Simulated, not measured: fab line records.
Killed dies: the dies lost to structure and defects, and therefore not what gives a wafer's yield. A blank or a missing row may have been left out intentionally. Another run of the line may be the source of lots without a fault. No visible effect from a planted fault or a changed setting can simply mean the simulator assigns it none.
The tool behind it: which one? | flow nand-harc | 15 lots with 45 wafers sampled at 4 steps, on a route of 1159 steps

== WHAT EACH GAUGE READ, for each wafer ==
Not one reading of a measure or inspect step in the record can be checked against a usual standard deviation.

== TOOL THAT RAN EACH LOT (tool first, then ch and the chambers of the sampled wafers, then the start) ==
lot  | NHARC_P_M2_PRE_CLEAN_30                 | NHARC_P_M2_PRE_CLEAN_32         | NHARC_P_BONDPAD_CMP_32        | NHARC_P_BONDPAD_PEB_07
L195 | pvd-sputter-03, day 6 16:53 or earlier  | pecvd-01 ch 0,1,2, day 6 16:53  | cmp-02 ch 1,2,3, day 6 17:46  | litho-track-02 ch 0, day 6 18:31
L197 | pvd-sputter-03, day 6 23:13 or earlier  | pecvd-04 ch 1,2, day 6 23:13    | cmp-03 ch 1,2,3, day 7 00:10  | litho-track-02 ch 0, day 7 00:50
L200 | pvd-sputter-01, day 7 05:39 or earlier  | pecvd-02 ch 0,1, day 7 05:39    | cmp-02 ch 0,1, day 7 06:31    | litho-track-05 ch 0, day 7 07:14
L199 | pvd-sputter-01, day 7 06:43 or earlier  | pecvd-02 ch 0,1,2, day 7 06:43  | cmp-02 ch 1,3, day 7 07:38    | litho-track-02 ch 0, day 7 08:20
L198 | pvd-sputter-02, day 7 13:05 or earlier  | pecvd-01 ch 0,1,2, day 7 13:05  | cmp-04 ch 2,3, day 7 14:01    | litho-track-05 ch 0, day 7 14:44
L201 | pvd-sputter-02, day 7 22:06 or earlier  | pecvd-04 ch 1,2, day 7 22:06    | cmp-03 ch 2,3, day 7 23:08    | litho-track-03 ch 0, day 7 23:44
L204 | pvd-sputter-03, day 8 08:25 or earlier  | pecvd-01 ch 1,2, day 8 08:25    | cmp-02 ch 1,2,3, day 8 09:23  | litho-track-05 ch 0, day 8 10:05
L208 | pvd-sputter-02, day 9 15:29 or earlier  | pecvd-02 ch 1,2, day 9 15:29    | cmp-02 ch 1,2,3, day 9 16:20  | litho-track-02 ch 0, day 9 17:05
L207 | pvd-sputter-02, day 9 16:28 or earlier  | pecvd-01 ch 0,1, day 9 16:28    | cmp-03 ch 0,1,2, day 9 17:25  | litho-track-05 ch 0, day 9 18:01
L212 | pvd-sputter-03, day 10 10:44 or earlier | pecvd-04 ch 0,1,2, day 10 10:44 | cmp-04 ch 1,2,3, day 10 11:39 | litho-track-03 ch 0, day 10 12:22
L211 | pvd-sputter-03, day 10 12:40 or earlier | pecvd-04 ch 0,1,2, day 10 12:40 | cmp-03 ch 1,3, day 10 13:34   | litho-track-02, day 10 14:10
L213 | pvd-sputter-03, day 10 22:12 or earlier | pecvd-04 ch 0,1,2, day 10 22:12 | cmp-02 ch 0,3, day 10 23:05   | litho-track-03, day 10 23:49
L214 | pvd-sputter-02, day 11 02:54 or earlier | pecvd-02 ch 0,1,2, day 11 02:54 | cmp-03 ch 1,3, day 11 03:49   | litho-track-02, day 11 04:32
L215 | pvd-sputter-03, day 11 09:54 or earlier | pecvd-04 ch 1,2, day 11 09:54   | cmp-04 ch 0,1,3, day 11 10:55 | litho-track-02 ch 0, day 11 11:35
L217 | pvd-sputter-03, day 11 18:32 or earlier | pecvd-01 ch 0,1,2, day 11 18:32 | cmp-03 ch 1,2,3, day 11 19:28 | litho-track-02 ch 0, day 11 20:08
- NHARC_P_M2_PRE_CLEAN_30: time 30 s.
- NHARC_P_M2_PRE_CLEAN_32: time 12 s.
- NHARC_P_BONDPAD_CMP_32: polishes SiCN, target thk 200 nm.
- NHARC_P_BONDPAD_PEB_07: peb time 80 s.

== WHAT THE TOOLS THEMSELVES READ (means of the sampled wafers that have a number; where no wafer has one, the mark that the record gives instead) ==
NHARC_P_M2_PRE_CLEAN_30.
lot  | tool           | heater-power-w (W)
L195 | pvd-sputter-03 | 421
L197 | pvd-sputter-03 | 393
L200 | pvd-sputter-01 | 390
L199 | pvd-sputter-01 | 367
L198 | pvd-sputter-02 | 408
L201 | pvd-sputter-02 | 417
L204 | pvd-sputter-03 | 389
L208 | pvd-sputter-02 | 386
L207 | pvd-sputter-02 | 409
L212 | pvd-sputter-03 | 410
L211 | pvd-sputter-03 | 446
L213 | pvd-sputter-03 | 463
L214 | pvd-sputter-02 | 363
L215 | pvd-sputter-03 | 465
L217 | pvd-sputter-03 | 456

NHARC_P_M2_PRE_CLEAN_32.
lot  | tool     | heater-power-w (W) | rf-fwd-power-W (W)
L195 | pecvd-01 | 616                | 292.3
L197 | pecvd-04 | 681                | 293.0
L200 | pecvd-02 | 654                | 291.7
L199 | pecvd-02 | 707                | 292.4
L198 | pecvd-01 | 617                | 292.4
L201 | pecvd-04 | 684                | 291.8
L204 | pecvd-01 | 684                | 291.9
L208 | pecvd-02 | 711                | 292.4
L207 | pecvd-01 | 553                | 292.8
L212 | pecvd-04 | 630                | 292.7
L211 | pecvd-04 | 647                | 292.6
L213 | pecvd-04 | 593                | 292.0
L214 | pecvd-02 | 707                | 292.6
L215 | pecvd-04 | 709                | 292.8
L217 | pecvd-01 | 652                | 293.2

NHARC_P_BONDPAD_CMP_32.
lot  | tool   | motor-current-A (A) | slurry-flow-ml-min
L195 | cmp-02 | 10.9                | 150.1
L197 | cmp-03 | 13.2                | 150.5
L200 | cmp-02 | 10.6                | 150.3
L199 | cmp-02 | 11.1                | 150.1
L198 | cmp-04 | 10.7                | 150.0
L201 | cmp-03 | 12.0                | 150.1
L204 | cmp-02 | 10.7                | 149.9
L208 | cmp-02 | 10.5                | 150.2
L207 | cmp-03 | 13.2                | 150.3
L212 | cmp-04 | 11.6                | 149.7
L211 | cmp-03 | 14.0                | 150.0
L213 | cmp-02 | 12.8                | 150.4
L214 | cmp-03 | 13.2                | 150.1
L215 | cmp-04 | 11.7                | 150.5
L217 | cmp-03 | 13.1                | 150.3

NHARC_P_BONDPAD_PEB_07.
lot  | tool           | chill-plate-temp-C (C) | exhaust-pa (Pa) | heater-power-total-W (W)
L195 | litho-track-02 | 22.93                  | 44.7            | 189.8
L197 | litho-track-02 | 22.87                  | 44.9            | 189.8
L200 | litho-track-05 | 22.94                  | 43.8            | 190.0
L199 | litho-track-02 | 23.02                  | 44.2            | 189.7
L198 | litho-track-05 | 23.01                  | 45.5            | 189.7
L201 | litho-track-03 | 22.88                  | 44.6            | 189.2
L204 | litho-track-05 | 23.14                  | 45.3            | 190.5
L208 | litho-track-02 | 22.92                  | 45.9            | 189.1
L207 | litho-track-05 | 23.00                  | 44.7            | 190.4
L212 | litho-track-03 | 22.88                  | 45.7            | 189.4
L211 | litho-track-02 | -                      | -               | -
L213 | litho-track-03 | -                      | -               | -
L214 | litho-track-02 | -                      | -               | -
L215 | litho-track-02 | 23.00                  | 45.5            | 189.6
L217 | litho-track-02 | 22.83                  | 45.2            | 190.2

== THE ANSWER, worked out from the rows above alone ==
Rule: what is usual is taken from the lots themselves. Put in order of their means at a reading, lots are off if they are a third of the lots or fewer, leave a main group of 4 or more, and stand apart from it by a gap of 3 or more times the standard deviation of the main group's means; of several such gaps the widest counts. The tables above print the reading to a certain number of digits; a main group whose means all agree to those digits is not used. A lot without any number at a reading at which 4 lots or more have one is off too. The other lots that the step has rows for count as sound. Order of review: gauges by route order, followed by the tools' own readings, for which a lot's mean as printed above is used. At the first step where some lot is off, the reading lying furthest off is the one used; lots without a number count as furthest.
Off, at NHARC_P_BONDPAD_PEB_07 on chill-plate-temp-C: L211, L213, L214. Without a number there: L211, L213, L214. Main group: mean 22.95 C, sd 0.082.
A tool fits if, at that step or a process step before it, it ran every lot that is off, and no sound lot after the first of them. NHARC_P_M2_PRE_CLEAN_30 gives no start for some lots, so the hours and the order of its lots are those of NHARC_P_M2_PRE_CLEAN_32. No candidate that was tried fits.

== WHAT HAD BEEN PUT IN BY THE SIMULATOR ==
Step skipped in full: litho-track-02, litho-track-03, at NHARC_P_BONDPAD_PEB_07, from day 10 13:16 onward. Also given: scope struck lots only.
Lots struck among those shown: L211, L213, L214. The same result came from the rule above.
